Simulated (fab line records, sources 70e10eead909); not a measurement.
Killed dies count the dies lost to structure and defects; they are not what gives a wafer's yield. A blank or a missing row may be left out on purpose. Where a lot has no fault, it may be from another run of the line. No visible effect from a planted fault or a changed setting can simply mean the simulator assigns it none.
fab line records ; flow nand_harc
record lots=6; wafers=18; last_day=24
route steps=1159 shown P_CONTACT@246 P_M0@253 END@1159
lots untouched by any fault: they come from a run of this same line in which no faults occurred
start_h: start of the lot's first displayed wafer, in hours after the record's first day ; wait_h: hours since the lot's step before ; " unchanged from the row above ; L1.1+2: a row that stands for several wafers ; - either no value or no given start ; * or withheld: withheld ; < > ~ a bound
route shown NAME@n: names a module that has steps shown in the file, with the first one's number in the route ; usual: average and standard deviation across the fault-free wafers ; same: alike in all rows ; chamber/n: place in a boat ; sites: readings site by site ; _std_site: standard deviation across them ; _edge_site: mean of outer sites minus mean of inner sites ; radius_mm: for every site, how far away it sits from the centre of the wafer ; mask NAME#n: copy n ; behind: the most recent tool/chamber to have shaped the wafer ; hold: what put the lot on hold/how long, in hours/how the hold closed ; device: the transistor (n, p or np) that didn't switch ; end of line: tests run on the same wafers once the route is complete ; where a step has no rows: the recipe by itself ; killed: not the wafer's yield, but the dies lost to structure and defects at the first sort ; map: shows each die of a wafer: x if killed, . if not, _ if none is there
set.NAME: setting as actually run; set.NAME@STEP: the setting as run at that earlier step ; model.NAME: the simulator's own value behind a step, which no gauge read
lots at selected steps of the route; one table per step, one row per wafer
services: a tool's chamber out of use, with start hour (start_h, from the record's first day; less than 0 if before it), hours out, and reason
## steps
# step NHARC_P_CONTACT_PVD_32
# recipe target_thk_a=50; chamber_pressure_pa=5; power_w=5000; substrate_temp_c=200; time_s=17.7; material=Ti
# usual cathode_dc_power_W=5000.1/0.79; throttle_valve_pct=29.9/0.72
lot.wafer;tool;chamber;start_h;wait_h;cathode_dc_power_W;throttle_valve_pct
L850.4;pvd_sputter-02;-;-;-;5000.1;28.7
L850.2;pvd_sputter-02;-;-;-;5000.7;30.0
L850.3;pvd_sputter-02;-;-;-;5001.1;31.2
L857.1;pvd_sputter-03;-;-;-;5000.1;29.1
L857.2;pvd_sputter-03;-;-;-;5000.6;30.7
L857.5;pvd_sputter-03;-;-;-;5000.5;29.3
L863.4;pvd_sputter-02;-;-;-;5000.9;31.3
L863.6;pvd_sputter-02;-;-;-;5001.3;29.8
L863.5;pvd_sputter-02;-;-;-;4999.7;31.2
L864.3;pvd_sputter-03;-;-;-;5000.8;29.2
L864.6;pvd_sputter-03;-;-;-;5001.1;31.0
L864.5;pvd_sputter-03;-;-;-;5000.3;30.2
L869.2;pvd_sputter-01;-;-;-;5000.1;30.3
L869.6;pvd_sputter-01;-;-;-;5000.4;29.4
L869.5;pvd_sputter-01;-;-;-;4999.4;30.3
L872.4;pvd_sputter-03;-;-;-;4999.3;30.8
L872.5;pvd_sputter-03;-;-;-;4999.8;29.1
L872.6;pvd_sputter-03;-;-;-;5000.0;31.0
# step NHARC_P_CONTACT_ALD_22
# recipe target_thk_a=30; pulse_time_s=1; ald_cycles=150; temp_c=450; material=TiN
# usual heater_power_w=1016/82; precursor_pulse_height_rel=0.999/0.02
# same pulse_time_s=1
lot.wafer;tool;chamber;start_h;wait_h;heater_power_w;precursor_pulse_height_rel
L850.3;ald_metal-03;1;103.91;-;1027;0.974
L850.2;ald_metal-03;3;103.91;-;1026;0.994
L850.4;ald_metal-03;0;103.91;-;1134;1.012
L857.2;ald_metal-02;3;151.08;-;1065;0.988
L857.1;ald_metal-02;0;151.08;-;1058;0.995
L857.5;ald_metal-02;3;151.08;-;1051;1.019
L863.4;ald_metal-02;3;198.90;-;1033;0.971
L863.5;ald_metal-02;2;198.90;-;1006;0.976
L863.6;ald_metal-02;3;198.90;-;1052;1.033
L864.3;ald_metal-01;0;206.36;-;1159;1.022
L864.5;ald_metal-01;0;206.36;-;1183;0.998
L864.6;ald_metal-01;1;206.36;-;922;1.016
L869.2;ald_metal-01;3;226.44;-;981;0.970
L869.6;ald_metal-01;0;226.44;-;1194;1.020
L869.5;ald_metal-01;3;226.44;-;1017;0.986
L872.4;ald_metal-03;1;244.27;-;1028;0.978
L872.6;ald_metal-03;1;244.27;-;996;1.005
L872.5;ald_metal-03;2;244.27;-;1068;0.991
# step NHARC_P_CONTACT_CVD_23
# recipe target_thk_a=2000; temp_c=300; pressure_torr=40; wf6_flow_sccm=40; h2_flow_sccm=1600; ar_flow_sccm=1560; time_s=557; material=W
# usual heater_power_w=467/36; mfc_wf6_sccm=39.98/0.11; throttle_valve_pct=8.01/0.29
lot.wafer;tool;chamber;start_h;wait_h;heater_power_w;mfc_wf6_sccm;throttle_valve_pct
L850.2;cvd_w-01;1;-;-;516;39.89;8.73
L850.3;cvd_w-01;1;-;-;554;40.10;8.64
L850.4;cvd_w-01;0;-;-;440;39.97;8.14
L857.1;cvd_w-01;0;-;-;444;39.99;7.78
L857.2;cvd_w-01;1;-;-;535;40.07;8.37
L857.5;cvd_w-01;1;-;-;532;40.18;8.16
L863.4;cvd_w-02;0;-;-;445;39.89;7.66
L863.6;cvd_w-02;0;-;-;435;40.10;7.85
L863.5;cvd_w-02;1;-;-;449;40.02;7.90
L864.3;cvd_w-01;1;-;-;532;40.20;8.70
L864.5;cvd_w-01;0;-;-;450;39.87;7.64
L864.6;cvd_w-01;1;-;-;524;40.03;8.37
L869.2;cvd_w-02;0;-;-;441;39.86;8.15
L869.5;cvd_w-02;1;-;-;457;40.00;8.07
L869.6;cvd_w-02;0;-;-;443;40.05;7.80
L872.4;cvd_w-02;0;-;-;440;39.93;8.16
L872.5;cvd_w-02;0;-;-;453;40.08;7.72
L872.6;cvd_w-02;1;-;-;444;39.86;8.16
# step NHARC_P_CONTACT_CMP_24
# recipe t_overpolish_s=30; target_thk_nm=200
# usual motor_current_A=11.9/1.4; overpolish_run_s=30.001/0.0088; retaining_ring_pressure_frac=1.000/0.0042; slurry_flow_ml_min=150.0/0.47; time_to_endpoint_s=39/3.3
lot.wafer;tool;chamber;start_h;wait_h;motor_current_A;overpolish_run_s;retaining_ring_pressure_frac;slurry_flow_ml_min;time_to_endpoint_s
L850.3;cmp-02;3;104.77;0.4;10.1;29.992;1.006;149.6;35
L850.2;cmp-02;1;104.77;0.4;10.5;29.992;1.003;150.1;34
L850.4;cmp-02;2;104.77;0.4;10.1;29.998;1.001;150.3;36
L857.2;cmp-02;3;157.28;0.5;11.1;30.006;0.994;150.1;36
L857.1;cmp-02;1;157.28;0.5;9.9;29.996;1.006;149.8;33
L857.5;cmp-02;2;157.28;0.5;10.8;30.002;1.000;150.1;34
L863.4;cmp-01;3;209.32;0.5;12.5;30.004;0.998;149.6;45
L863.5;cmp-01;0;209.32;0.5;11.7;30.011;0.996;150.2;39
L863.6;cmp-01;1;209.32;0.5;13.8;30.006;0.999;150.5;40
L864.3;cmp-02;0;210.82;0.4;12.2;30.002;1.003;149.4;39
L864.6;cmp-02;1;210.82;0.4;10.1;30.013;0.995;150.0;35
L864.5;cmp-02;2;210.82;0.4;10.3;29.987;1.003;150.6;39
L869.2;cmp-01;1;227.33;0.5;13.4;30.000;1.004;150.0;45
L869.6;cmp-01;0;227.33;0.5;11.8;30.009;1.002;150.2;38
L869.5;cmp-01;1;227.33;0.5;13.5;29.990;1.005;149.9;45
L872.4;cmp-02;1;245.15;0.4;9.7;30.002;0.995;149.4;40
L872.6;cmp-02;1;245.15;0.4;10.1;30.004;1.003;150.3;42
L872.5;cmp-02;2;245.15;0.4;10.5;29.999;0.998;149.7;42
# step NHARC_P_CONTACT_SRD_26
# step NHARC_P_CONTACT_INSPECT_27
# usual raw_defect_count=270/110
lot.wafer;tool;chamber;start_h;wait_h;raw_defect_count
L850.2;defect_inspect-01;-;105.17;0.1;410
L850.3;defect_inspect-01;-;105.17;0.1;196
L850.4;defect_inspect-01;-;105.17;0.1;196
L857.1;defect_inspect-01;-;157.66;0.1;183
L857.2;defect_inspect-01;-;157.66;0.1;157
L857.5;defect_inspect-01;-;157.66;0.1;153
L863.4;defect_inspect-02;-;209.65;0.1;164
L863.5;defect_inspect-02;-;209.65;0.1;225
L863.6;defect_inspect-02;-;209.65;0.1;142
L864.3;defect_inspect-01;-;211.15;0.1;430
L864.5;defect_inspect-01;-;211.15;0.1;291
L864.6;defect_inspect-01;-;211.15;0.1;184
L869.2;defect_inspect-01;-;227.70;0.1;216
L869.5;defect_inspect-01;-;227.70;0.1;176
L869.6;defect_inspect-01;-;227.70;0.1;290
L872.4;defect_inspect-01;-;245.55;0.1;261
L872.5;defect_inspect-01;-;245.55;0.1;367
L872.6;defect_inspect-01;-;245.55;0.1;650
# step NHARC_P_M0_DEP_00
# recipe target_thk_a=1500; target_thk_nm=150; temp_c=withheld; pressure_torr=5; flow_sccm=200; rf_w=600; material=SiOC
# step NHARC_P_M0_DEHYDRATE_01
# recipe temp_c=150; time_s=120
# step NHARC_P_M0_HMDS_02
# recipe time_s=30
# step NHARC_P_M0_COAT_33
# recipe temp_c=200; time_s=65
# step NHARC_P_M0_COAT_03
# recipe spin_rpm=1500; resist_thk_nm=90
# step NHARC_P_M0_SOFTBAKE_04
# recipe temp_c=105; time_s=55
# usual heater_power_total_W=188.44/0.14
lot.wafer;tool;chamber;start_h;wait_h;heater_power_total_W
L850.2;litho_track-01;0;105;-;188.40
L850.3;litho_track-01;0;105;-;188.28
L850.4;litho_track-01;0;105;-;188.43
L857.1;litho_track-06;0;158;-;188.29
L857.2;litho_track-06;0;158;-;188.52
L857.5;litho_track-06;0;158;-;188.36
L863.4;litho_track-06;0;210;-;177.19
L863.5;litho_track-06;0;210;-;176.94
L863.6;litho_track-06;0;210;-;176.87
L864.3;litho_track-06;0;211;-;176.81
L864.5;litho_track-06;0;211;-;176.89
L864.6;litho_track-06;0;211;-;176.92
L869.2;litho_track-01;0;228;-;188.37
L869.5;litho_track-01;0;228;-;188.48
L869.6;litho_track-01;0;228;-;188.42
L872.4;litho_track-01;0;246;-;188.35
L872.5;litho_track-01;0;246;-;188.37
L872.6;litho_track-01;0;246;-;188.35
# step NHARC_P_M0_EBR_05
# step NHARC_END_SORT_01
# recipe temp_c=25
# usual defect_limited_yield=95.1/1.6; killed_at_array=29/10; killed_at_other=0.7/1.1; killed_at_periphery=3.3/2.4; killed_dies=33/11; killed_open=3.3/2; killed_short=1.9/1.3; sort_bin_2_pct=1.5/0.67; sort_bin_3_pct=0.27/0.24; sort_bin_4_pct=3.1/1.1; sort_n_pass=644/11; sort_rim_yield_pct=97.1/2.1; sort_yield_pct=95.1/1.6
# same gross_dies=677; sort_bin_5_pct[%]=0; sort_bin_6_pct[%]=0; sort_bin_7_pct[%]=0; sort_bin_8_pct[%]=0; sort_rim_n_gross=106.00
lot.wafer;tool;chamber;start_h;wait_h;defect_limited_yield[%];killed_at_array;killed_at_other;killed_at_periphery;killed_dies;killed_open;killed_short;sort_bin_2_pct[%];sort_bin_3_pct[%];sort_bin_4_pct[%];sort_n_pass;sort_rim_yield_pct[%];sort_yield_pct[%]
L850.2;prober-02;0;446.30;2.8;96.2;20;0;6;26;6;1;0.9;0.59;2.4;651;97.2;96.2
L850.3;prober-02;0;447.10;3.1;95.6;25;0;5;30;4;2;1.6;0;2.8;647;99.1;95.6
L850.4;prober-02;0;447.89;3.4;96.3;19;1;5;25;3;2;0.9;0.15;2.7;652;99.1;96.3
L857.1;prober-01;0;480.32;2.5;93.2;43;0;3;46;4;1;2.2;0.44;4.1;631;98.1;93.2
L857.2;prober-01;0;481.12;2.8;92.5;46;0;5;51;1;5;2.5;0.59;4.4;626;95.3;92.5
L857.5;prober-01;0;483.49;3.7;92.2;52;0;1;53;6;1;3.2;0;4.6;624;96.2;92.2
L863.4;prober-02;0;543.04;3.4;94.4;32;1;5;38;1;3;1.9;0.44;3.2;639;87.7;94.4
L863.5;prober-02;0;543.84;3.7;94.1;35;2;3;40;5;1;1.6;0.30;4.0;637;97.2;94.1
L863.6;prober-02;0;544.64;4.0;93.2;35;2;9;46;8;2;1.3;0.30;5.2;631;92.5;93.2
L864.3;prober-02;0;551.11;3.1;94.2;29;2;8;39;2;3;1.8;0.74;3.2;638;93.4;94.2
L864.5;prober-02;0;552.70;3.7;94.4;30;5;3;38;1;4;1.8;0;3.8;639;93.4;94.4
L864.6;prober-02;0;553.50;4.0;95.3;26;0;6;32;6;0;1.5;0.30;3.0;645;97.2;95.3
L869.2;prober-01;0;575.15;2.8;95.9;21;2;5;28;4;6;1.3;0.30;2.5;649;98.1;95.9
L869.5;prober-01;0;577.56;3.7;97.0;16;2;2;20;1;1;0.4;0;2.5;657;97.2;97.0
L869.6;prober-01;0;578.36;4.0;96.8;20;2;0;22;5;2;0.6;0.30;2.4;655;98.1;96.8
L872.4;prober-02;0;583.43;3.3;95.1;30;0;3;33;2;2;1.2;0.15;3.5;644;99.1;95.1
L872.5;prober-02;0;584.21;3.6;95.3;30;0;2;32;4;1;1.2;0.30;3.2;645;97.2;95.3
L872.6;prober-02;0;584.99;3.9;95.0;32;0;2;34;0;1;1.8;0.15;3.1;643;99.1;95.0
# killed by level:class
L850.2 A_SLIT:chamber_film_flake=8 A_CHANNEL_HOLE_D1:chamber_film_flake=3 A_CONTACT:geometric_particle:open=2 P_ZERO_WELL:chamber_film_flake=2 P_BONDPAD:chamber_film_flake=2 P_CONTACT:geometric_particle:open=1 P_M2:geometric_particle:open=1 A_CHANNEL_FILL_D1:geometric_particle:open=1
L850.3 A_SLIT:chamber_film_flake=10 A_STAIRCASE:chamber_film_flake=4 A_CONTACT:geometric_particle:open=3 P_ZERO_WELL:chamber_film_flake=3 A_ZERO_WELL:chamber_film_flake=3 A_CHANNEL_HOLE_D1:chamber_film_flake=2 P_CONTACT:geometric_particle:short=1 A_CHANNEL_FILL_D1:geometric_particle:short=1
L850.4 A_SLIT:chamber_film_flake=8 P_ZERO_WELL:chamber_film_flake=3 A_CHANNEL_FILL_D1:geometric_particle:short=2 A_ZERO_WELL:chamber_film_flake=2 A_CHANNEL_FILL_D1:geometric_particle:open=1 A_SGD_CUT:geometric_particle:open=1 P_CONTACT:chamber_film_flake=1 P_BONDPAD:chamber_film_flake=1
L857.1 A_CHANNEL_HOLE_D1:chamber_film_flake=14 A_SLIT:chamber_film_flake=14 A_STAIRCASE:chamber_film_flake=6 A_WL_FILL:chamber_film_flake=3 A_CONTACT:geometric_particle:open=2 P_STI:chamber_film_flake=2 A_ZERO_WELL:chamber_film_flake=2 P_GATE:geometric_particle:short=1
L857.2 A_CHANNEL_HOLE_D1:chamber_film_flake=16 A_SLIT:chamber_film_flake=16 A_ZERO_WELL:chamber_film_flake=4 A_CONTACT:chamber_film_flake=4 A_ONON_D1:geometric_particle:short=2 P_GATE:chamber_film_flake=2 A_STAIRCASE:chamber_film_flake=2 P_CONTACT:geometric_particle:short=1
L857.5 A_CHANNEL_HOLE_D1:chamber_film_flake=23 A_SLIT:chamber_film_flake=14 A_STAIRCASE:chamber_film_flake=5 A_CONTACT:geometric_particle:open=3 A_ONON_D1:geometric_particle:open=2 A_CONTACT:chamber_film_flake=2 A_ONON_D1:geometric_particle:short=1 A_WL_FILL:geometric_particle:open=1
L863.4 A_CHANNEL_HOLE_D1:chamber_film_flake=20 A_CONTACT:chamber_film_flake=6 P_M1:chamber_film_flake=3 A_CHANNEL_FILL_D1:geometric_particle:short=2 A_CONTACT:geometric_particle:short=1 P_ZERO_WELL:chamber_film_flake=1 P_GATE:chamber_film_flake=1 STARTING-WAFER:geometric_particle:open=1
L863.5 A_CHANNEL_HOLE_D1:chamber_film_flake=22 A_CONTACT:chamber_film_flake=6 A_CONTACT:geometric_particle:open=3 A_STAIRCASE:chamber_film_flake=2 THIN_TSV:chamber_film_flake=2 P_CONTACT:geometric_particle:open=1 A_CHANNEL_FILL_D1:geometric_particle:short=1 A_M0:geometric_particle:open=1
L863.6 A_CHANNEL_HOLE_D1:chamber_film_flake=21 P_GATE:chamber_film_flake=5 A_CONTACT:chamber_film_flake=4 A_ONON_D1:geometric_particle:open=2 THIN_TSV:chamber_film_flake=2 P_M0:geometric_particle:open=1 P_M1:geometric_particle:short=1 A_CHANNEL_FILL_D1:geometric_particle:open=1
L864.3 A_CHANNEL_HOLE_D1:chamber_film_flake=23 P_GATE:chamber_film_flake=2 P_CONTACT:chamber_film_flake=2 A_STAIRCASE:chamber_film_flake=2 THIN_TSV:chamber_film_flake=2 P_GATE:geometric_particle:open=1 P_CONTACT:geometric_particle:short=1 P_CONTACT:geometric_particle:open=1
L864.5 A_CHANNEL_HOLE_D1:chamber_film_flake=16 A_STAIRCASE:chamber_film_flake=6 THIN_TSV:chamber_film_flake=5 A_CONTACT:chamber_film_flake=3 A_M1:geometric_particle:short=2 P_GATE:chamber_film_flake=2 A_ONON_D1:geometric_particle:short=1 A_CHANNEL_FILL_D1:geometric_particle:short=1
L864.6 A_CHANNEL_HOLE_D1:chamber_film_flake=14 A_CONTACT:chamber_film_flake=5 A_ONON_D1:geometric_particle:open=2 P_M1:chamber_film_flake=2 A_ZERO_WELL:chamber_film_flake=2 P_GATE:geometric_particle:open=1 P_M1:geometric_particle:open=1 A_M0:geometric_particle:open=1
L869.2 A_SLIT:chamber_film_flake=5 P_GATE:chamber_film_flake=4 A_ONON_D1:geometric_particle:short=3 A_CHANNEL_HOLE_D1:chamber_film_flake=3 A_CONTACT:chamber_film_flake=3 THIN_TSV:chamber_film_flake=2 P_M0:geometric_particle:open=1 A_ONON_D1:geometric_particle:open=1
L869.5 A_CHANNEL_HOLE_D1:chamber_film_flake=7 A_CONTACT:chamber_film_flake=3 A_SLIT:chamber_film_flake=2 THIN_TSV:chamber_film_flake=2 A_WL_FILL:geometric_particle:short=1 A_M1:geometric_particle:open=1 P_STI:chamber_film_flake=1 P_CONTACT:chamber_film_flake=1
L869.6 A_CHANNEL_HOLE_D1:chamber_film_flake=7 A_SLIT:chamber_film_flake=3 A_CONTACT:chamber_film_flake=3 A_CONTACT:geometric_particle:open=2 A_M0:geometric_particle:open=2 THIN_TSV:chamber_film_flake=2 A_WL_FILL:geometric_particle:short=1 A_ONON_D1:geometric_particle:short=1
L872.4 A_SLIT:chamber_film_flake=18 A_CHANNEL_HOLE_D1:chamber_film_flake=3 A_CONTACT:chamber_film_flake=3 A_WL_FILL:chamber_film_flake=2 P_CONTACT:geometric_particle:short=1 A_SOURCE_PLATE:geometric_particle:short=1 A_ONON_D1:geometric_particle:open=1 A_M1:geometric_particle:open=1
L872.5 A_SLIT:chamber_film_flake=14 A_CHANNEL_HOLE_D1:chamber_film_flake=5 A_CONTACT:geometric_particle:open=3 P_ZERO_WELL:chamber_film_flake=2 A_STAIRCASE:chamber_film_flake=2 A_WL_FILL:chamber_film_flake=2 A_CONTACT:chamber_film_flake=2 A_M0:geometric_particle:short=1
L872.6 A_SLIT:chamber_film_flake=20 A_STAIRCASE:chamber_film_flake=4 A_CHANNEL_HOLE_D1:chamber_film_flake=3 P_ZERO_WELL:chamber_film_flake=2 A_CHANNEL_FILL_D1:chamber_film_flake=2 A_CHANNEL_FILL_D1:geometric_particle:short=1 A_WL_FILL:chamber_film_flake=1 A_CONTACT:chamber_film_flake=1
## services
tool;chamber;start_h;hours;kind
cmp-01;-;81.60;4.0;pm
cvd_w-02;-;83.79;1.5;repair
cmp-02;-;84.87;1.4;repair
litho_track-01;-;93.01;7.0;pm
ald_metal-01;-;102.00;10.0;pm
pvd_sputter-03;-;102.00;10.0;pm
cmp-01;-;104.03;11.6;repair
cvd_w-01;-;113.40;13.0;pm
litho_track-06;-;117.00;7.0;pm
cmp-01;-;126.80;0.5;repair
cmp-02;-;128.50;4.0;pm
cmp-01;-;129.36;1.6;repair
ald_metal-03;-;144.00;10.0;pm
pvd_sputter-01;-;158.06;10.0;pm
pvd_sputter-02;-;167.76;0.7;repair
cmp-01;-;179.60;4.0;pm
ald_metal-02;-;186.00;10.0;pm
cvd_w-02;-;195.59;13.0;pm
cmp-01;-;202.92;0.9;repair
ald_metal-02;-;203.60;0.9;repair
pvd_sputter-02;-;214.00;10.0;pm
ald_metal-01;1;221.72;6.8;repair
cmp-02;-;226.50;4.0;pm
ald_metal-03;-;241.05;0.9;repair
## key
first_sign step=NHARC_P_M0_SOFTBAKE_04; reading=heater_power_total_W; direction=down; sigmas=81; usual=*; struck=*
effect none on later readings
met_at NHARC_P_M0_SOFTBAKE_04
struck_wafers L863.4,L863.5,L863.6,L864.3,L864.5,L864.6
onset_between 158 210
fault kind=process_parameter_drift; tool=litho_track-06; chamber=-; onset_h=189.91; steps=NHARC_P_M0_SOFTBAKE_04; channel=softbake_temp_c; offset=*; shape=step; end_h=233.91; acts_in=*; stated=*
